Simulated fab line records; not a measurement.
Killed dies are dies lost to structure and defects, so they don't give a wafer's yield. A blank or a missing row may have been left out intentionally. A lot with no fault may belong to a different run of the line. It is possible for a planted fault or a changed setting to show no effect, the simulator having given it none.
Code-filled problem report in 8D (eight disciplines) form / flow nandHarc / the parts of the form that need people (team, actions taken, sign-off) are left out

1. WHAT WENT WRONG
A mean of 264 is read at NHARC_END_SORT_01 for killedAtArray, taken on 1 wafer of 1 lot, against 59 (standard deviation 17) on wafers free of any fault. Measured from the usual mean, that is +12 standard deviations.
Earliest sighting: wafer L591.4 on prober-02 at day 27 08:28. At this step, 4 wafers from 2 lots have a number in the record. Rule for "out" (also "out of limits"): further than 4 standard deviations from the usual mean. All remaining wafers that have a number are taken as sound.

2. WHAT IT IS, AND WHAT IT ISN'T
question=which readings at this step | is=killedAtArray, killedDies | is not=killedAtOther, killedAtPeriphery, killedOpen, killedShort
question=which lots | is=L591 | is not=L600
question=which wafers of those lots | is=all that have a number | is not=-
question=read on which gauges | is=prober-02 | is not=prober-01
question=when | is=from day 27 08:28 | is not=up to then (0 sound wafers); but 3 sound wafers of L600 came after

3. SUSPECTS, AND WHAT RULES EACH OUT
Counting: a tool stays on the suspect list if, at a process step up to the reading, it processed all lots that are out and no sound lot following the first of them.
- the gauge at NHARC_END_SORT_01: kept. All the wafers that are out were read on prober-02, and no step on other tools shows them out.
- rieDiel-06 at NHARC_A_STAIRCASE_DESCUM_312 (chemistry O2, time 3 s): kept. It ran the lot that is out, L591 (day 19 21:23), and no sound lot after that.
- rieDiel-06 at NHARC_A_STAIRCASE_HM_OPEN_463 (chemistry O2/COS): kept. It ran the lot that is out, L591 (day 19 23:29), and no sound lot after that. Because NHARC_A_STAIRCASE_HM_OPEN_463 lacks a start for some lots, the hours and order of its lots are taken from NHARC_A_STAIRCASE_ALD_415.
- rieDiel-06 at NHARC_A_STAIRCASE_ETCH_453 (etches the open film in CF4/O2, target depth 30 nm, overetch 3 nm, time 16.5 s): kept. It ran the lot that is out, L591 (day 19 23:29), and no sound lot after that. Because NHARC_A_STAIRCASE_ETCH_453 lacks a start for some lots, the hours and order of its lots are taken from NHARC_A_STAIRCASE_ALD_415.
- rieDiel-06 at NHARC_A_STAIRCASE_ETCH_315 (etches the open film in C4F8/O2/Ar, target depth 2500 nm, time 607.1 s): kept. It ran the lot that is out, L591 (day 19 23:29), and no sound lot after that. Because NHARC_A_STAIRCASE_ETCH_315 lacks a start for some lots, the hours and order of its lots are taken from NHARC_A_STAIRCASE_ALD_415.
- aldHk-02 at NHARC_A_STAIRCASE_ALD_415 (deposits SiO2, target thk 30 nm, pulse time 6 s, ald cycles 300): kept. It ran the lot that is out, L591 (day 19 23:29), and no sound lot after that.
- rieDiel-06 at NHARC_A_STAIRCASE_ETCHBACK_416 (etches the open film in C4F8/O2/Ar, target depth 36 nm, time 7.2 s): ruled out as a lasting fault. The sound lots L600 went through it after L591, its earliest lot that is out (day 27 08:28). Because NHARC_A_STAIRCASE_ETCHBACK_416 lacks a start for some lots, the hours and order of its lots are taken from NHARC_END_SORT_01.
Left after counting: rieDiel-06 at NHARC_A_STAIRCASE_DESCUM_312, rieDiel-06 at NHARC_A_STAIRCASE_HM_OPEN_463, rieDiel-06 at NHARC_A_STAIRCASE_ETCH_453, rieDiel-06 at NHARC_A_STAIRCASE_ETCH_315, aldHk-02 at NHARC_A_STAIRCASE_ALD_415, prober-02 at NHARC_END_SORT_01.

4. THE CAUSE (what the simulator had put in)
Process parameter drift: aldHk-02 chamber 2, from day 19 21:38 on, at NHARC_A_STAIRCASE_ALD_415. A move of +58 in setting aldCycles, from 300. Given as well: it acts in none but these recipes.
Counting leaves 6 suspects; this tool is one of them.

5. THE CHAIN OF EFFECTS, in route order
One row per reading whose mean, taken over the struck wafers that have a number, lies over 3 standard deviations from the usual. Only readings for which the record gives a usual standard deviation are gone through. hours: the time from each lot's start at the first step in this table that gives one to its start at this step, as a median over the lots. sigmas: the change in usual standard deviations.
hours=0; step=NHARC_END_SORT_01; reading=killedAtArray; usual=59; on struck wafers=264; change=+205; sigmas=+12
hours=0; step=NHARC_END_SORT_01; reading=killedDies; usual=63; on struck wafers=266; change=+203; sigmas=+11

6. WHAT WOULD HAVE CAUGHT IT SOONER
Counted from the fault's start at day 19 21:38, it took 179 hours until the first out-of-limits reading at a measuring or inspecting step in this record, taken at day 27 08:28.
Of the tool readings at NHARC_A_STAIRCASE_ALD_415 for which the record gives a usual standard deviation, none was out on any struck wafer, so an alarm limit of 4 standard deviations on them would not have fired.
By day 27 08:28, every lot that is out (1) had started NHARC_A_STAIRCASE_ALD_415 on aldHk-02. Had the tool been put on hold then, not one of them would have been saved.
